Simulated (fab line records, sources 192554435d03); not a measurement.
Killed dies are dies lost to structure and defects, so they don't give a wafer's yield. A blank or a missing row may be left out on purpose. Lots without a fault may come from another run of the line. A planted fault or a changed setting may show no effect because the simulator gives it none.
Split-lot experiment | flow n5_finfet | 7 lots, 21 wafers read, on a route of 1938 steps

THE SPLIT
At N5_BEOL_M2_EXPOSE_08 (exposes mask M2), the setting dose_mj was moved away from the recipe's 41.25 on 8 of the 21 wafers read, by -7.4% to +6.9%. The other wafers ran this setting at the recipe's value.

FROM THE SPLIT TO THE READING: what the file shows between them, 14 steps
- N5_BEOL_M2_PEB_09: peb time 60 s
- N5_BEOL_M2_DEVELOP_10: develop time 30 s
- N5_BEOL_M2_CD_MEAS_11: target cd 16.79 nm
- N5_BEOL_M2_DESCUM_16: chemistry O2, time 7 s
- N5_BEOL_M2_ETCH_74: etches underlayer in N2/H2, target depth 6.5 nm, time 5.2 s
- N5_BEOL_M2_ETCH_63: etches SiARC in CF4, target depth 15.6 nm, time 26 s
- N5_BEOL_M2_ETCH_64: etches SOC in N2/H2, target depth 75 nm, overetch 22.5 nm, time 121.9 s
- N5_BEOL_M2_HM_OPEN_17: chemistry Cl2/BCl3, target TiN, target depth 20 nm, overetch 6 nm
- N5_BEOL_M2_STRIP_19: strips in O2
- N5_BEOL_M2_CD_MEAS_18: pitch 36 nm, target cd 18 nm
- N5_BEOL_M2_COAT_67: time 60 s, resist thk 60 nm
- N5_BEOL_M2_COAT_68: time 60 s, resist thk 12 nm
- N5_BEOL_M2_PRECLEAN_42: cleans in residue remover, time 60 s
- N5_BEOL_M2_SRD_43: time 30 s

THE READING
cd_nm, in nm, at N5_BEOL_M2_CD_MEAS_35 (target cd 18 nm, target cd y 22.2 nm). Fault-free wafers of this fab line usually give 18.0 nm, standard deviation 0.45 nm.

wafer  | tool, chamber at the split | dose_mj as run | against the recipe | cd_nm, nm | against lot-mates on the recipe
L077.1 | euv_scanner-01, 0          | 44.1           | +6.9%              | 19.1      | +1.2
L077.2 | euv_scanner-01, 0          | 41.25          | recipe             | 17.9      | -
L077.3 | euv_scanner-01, 0          | 44.1           | +6.9%              | 18.8      | +0.9
L076.2 | euv_scanner-01, 0          | 41.25          | recipe             | 18.7      | -
L076.4 | euv_scanner-01, 0          | 41.25          | recipe             | 18.7      | -
L076.6 | euv_scanner-01, 0          | 41.25          | recipe             | 19.1      | -
L080.2 | euv_scanner-02, 0          | 41.25          | recipe             | 18.2      | -
L080.4 | euv_scanner-02, 0          | 41.25          | recipe             | 18.0      | -
L080.5 | euv_scanner-02, 0          | 41.25          | recipe             | 17.9      | -
L090.3 | euv_scanner-02, 0          | 41.25          | recipe             | 17.5      | -
L090.4 | euv_scanner-02, 0          | 43.96          | +6.6%              | 19.0      | +1.5
L090.6 | euv_scanner-02, 0          | 43.96          | +6.6%              | 19.0      | +1.5
L093.1 | euv_scanner-01, 0          | 42.04          | +1.9%              | 17.2      | +0.1
L093.4 | euv_scanner-01, 0          | 41.25          | recipe             | 17.1      | -
L093.5 | euv_scanner-01, 0          | 42.04          | +1.9%              | 17.5      | +0.4
L097.2 | euv_scanner-02, 0          | 41.25          | recipe             | 18.5      | -
L097.3 | euv_scanner-02, 0          | 41.25          | recipe             | 17.8      | -
L097.4 | euv_scanner-02, 0          | 41.25          | recipe             | 18.3      | -
L094.1 | euv_scanner-02, 0          | 41.25          | recipe             | 17.9      | -
L094.3 | euv_scanner-02, 0          | 38.18          | -7.4%              | 15.9      | -2.0
L094.5 | euv_scanner-02, 0          | 38.18          | -7.4%              | 15.4      | -2.5

THE FIT
A straight line over all 21 wafers: cd_nm changes by +0.205 nm for each +1% of dose_mj; r = +0.79; the points scatter about the line by 0.63 nm.
The same after taking each lot's own level away (the mean of its wafers on the recipe; 21 wafers): +0.236 nm for each +1%; r = +0.96; scatter 0.28 nm.
On that fit, the largest move of dose_mj shifts the reading by 1.8 nm.
The lots' own levels span 17.10 to 18.83 nm, that is 3.9 times the standard deviation above.
So the lot-to-lot level blurs the effect unless lot-mates are compared.
Check: with one of the wafers moved furthest among these (-7.4%) left out of the fit, the line predicts -1.83 nm for it against its lot-mates. It came out at -2 nm against them.

THE WHOLE CHAIN: every reading that the file lists as answering this split, in the file's order
step                  | what it does                                                | reading                                                               | change (the file's fit)               | r (the file's)
N5_BEOL_M2_CD_MEAS_11 | target cd 16.79 nm                                          | cd_nm                                                                 | +0.22 nm for each +1% of the setting  | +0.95
N5_BEOL_M2_ETCH_74    | etches underlayer in N2/H2, target depth 6.5 nm, time 5.2 s | BEOL_M2.cd_offset_nm (the simulator's own value, which no gauge read) | +0.187 nm for each +1% of the setting | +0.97
N5_BEOL_M2_CD_MEAS_18 | pitch 36 nm, target cd 18 nm                                | cd_nm                                                                 | +0.222 nm for each +1% of the setting | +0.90
N5_BEOL_M2_CD_MEAS_35 | target cd 18 nm, target cd y 22.2 nm                        | cd_nm                                                                 | +0.23 nm for each +1% of the setting  | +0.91

THE FILE'S OWN FIT
cd_nm changes by +0.23 nm for each +1% of dose_mj, r = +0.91.
